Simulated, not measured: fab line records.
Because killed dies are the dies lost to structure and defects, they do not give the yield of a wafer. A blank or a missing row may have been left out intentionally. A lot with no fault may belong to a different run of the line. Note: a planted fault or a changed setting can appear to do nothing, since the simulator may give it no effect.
Comparing a struck lot with a sound one :: flow n5 finfet :: 16 steps out of a route of 1938
Sound: wafers L126.2, L126.4, L126.6. Wafers L139.1, L139.2, L139.6 were the ones struck. Last of all comes the cause.
At each step with rows: each side's tool, then ch and its chambers, then its first start. Under that, the readings that differ: sound wafers :: struck wafers :: difference of the means :: sigmas: that difference in standard deviations of wafers without a fault.
alike: same words and numbers on both sides, and readings whose means sit less than 2 such deviations apart. not compared: any withheld reading, any reading some wafer has no value for, any bound like >300 that may hide the same value, and any number with overlapping values for which the record gives no deviation.
The two part at a step that has a row with sigmas, a row that says differs or no value, or rows on one side only. Non-overlapping numbers with no deviation appear without sigmas and do not part them. A reading that every wafer of one side lacks parts them only if that side has two wafers or more.

first, 3 steps without rows for these wafers: N5_FIN_CUT_EXPOSE_05 (exposes mask FIN CUT); N5_FIN_CUT_PEB_06 (peb time 60 s); N5_FIN_CUT_DEVELOP_07 (develop time 30 s).
N5_FIN_CUT_CD_MEAS_08 targets a cd of 29.1 nm.
  sound on cd sem-03 ch 0, day 2 03:42; struck on cd sem-01 ch 0, day 5 08:52
  alike: cd nm
N5_FIN_CUT_OVL_MEAS_09:
  sound on overlay-01 ch 0, day 2 03:44; struck on overlay-02 ch 0, day 5 08:54
  alike: FIN_CUT_OVL
N5_FIN_CUT_INSPECT_10: inspects for defects (brightfield).
  sound: defect inspect-01 at day 2 03:47; struck: defect inspect-02 at day 5 08:58
  alike: raw defect count
N5_FIN_CUT_DESCUM_13: chemistry O2, time 7 s.
  sound on rie diel-02 ch 1,3, day 2 03:55; struck on rie diel-04 ch 1,2,3, day 5 08:59
  alike: drypump motor current A, o2 flow sccm, oes product au, rf vpp V, showerhead plenum p Torr, throttle valve pct
  not compared: rf hours counter h
N5_FIN_CUT_ETCH_30: etches underlayer in N2/H2, target depth 13 nm, time 10.4 s.
  sound on rie diel-02 ch 1,3, day 2 03:57; struck on rie diel-04 ch 1,2,3, day 5 09:01
  alike: drypump motor current A, etch rf on time s, h2 flow sccm, n2 flow sccm, oes product au, rf vpp V, showerhead plenum p Torr, throttle valve pct
  not compared: rf hours counter h
N5_FIN_CUT_ETCH_20: etches SiARC in CF4, target depth 26 nm, time 43.3 s.
  sound on rie diel-02 ch 1,3, day 2 03:58; struck on rie diel-04 ch 1,2,3, day 5 09:02
  alike: drypump motor current A, etch rf on time s, oes product au, rf vpp V, showerhead plenum p Torr, throttle valve pct
  not compared: rf hours counter h
N5_FIN_CUT_ETCH_21: etches SOC in N2/H2, target depth 219 nm, overetch 43.8 nm, time 523.5 s.
  sound on rie diel-02 ch 1,3, day 2 04:01; struck on rie diel-04 ch 1,2,3, day 5 09:05
  alike: drypump motor current A, h2 flow sccm, n2 flow sccm, oes product au, rf vpp V, showerhead plenum p Torr, throttle valve pct
  not compared: rf hours counter h
then, 2 steps without rows for these wafers: N5_FIN_CUT_STRIP_23 (strips in N2/H2); N5_FIN_CUT_STRIP_31 (strips in N2/H2).
N5_FIN_CUT_STRIP_24: strips in CF4.
  sound on rie diel-02 ch 1,3, day 2 04:20; struck on rie diel-04 ch 1,2,3, day 5 09:25
  no value came back on the struck wafers for any of 7 readings (bias power w (W), cf4 flow sccm (sccm) and others); on the sound wafers bias power w (W) reads 75.20 75.54 75.32
reading: model.SiARC_of_FIN_CUT_COAT_19.thk nm (nm)
sound: 0 0 0
struck: 11.4 12 12.2
difference: +11.9
sigmas: 
  not compared: rf hours counter h
then, 1 step without rows for these wafers: N5_FIN_CUT_CUT_ETCH_26 (etches SiNx in CH3F/O2, target depth 39 nm, time 55.7 s).
N5_FIN_CUT_CUT_ETCH_27: etches SiO2 in CHF3/O2, target depth 4 nm, overetch 2 nm, time 4.9 s.
  sound on rie diel-02 ch 1,3, day 2 04:24; struck on rie diel-04 ch 1,2,3, day 5 09:28
reading: model.SiARC_of_FIN_CUT_COAT_19.thk nm (nm)
sound: 0 0 0
struck: 3.8 4.4 4.8
difference: +4.3
sigmas: 
  alike: drypump motor current A, oes product au, rf vpp V, showerhead plenum p Torr, throttle valve pct
  not compared: rf hours counter h
N5_FIN_CUT_PRECLEAN_35: cleans in vHF, time 13.3 s.
  sound on vapor etch-02 ch 0,1, day 2 04:28; struck on vapor etch-01 ch 0,1, day 5 09:39
  alike: drypump motor current A

== WHERE THEY PART ==
Only at N5_FIN_CUT_STRIP_24, within this record. Later steps at which nothing parts them and some readings are alike: N5_FIN_CUT_CUT_ETCH_27, N5_FIN_CUT_PRECLEAN_35.

WHY: whatever the simulator had introduced
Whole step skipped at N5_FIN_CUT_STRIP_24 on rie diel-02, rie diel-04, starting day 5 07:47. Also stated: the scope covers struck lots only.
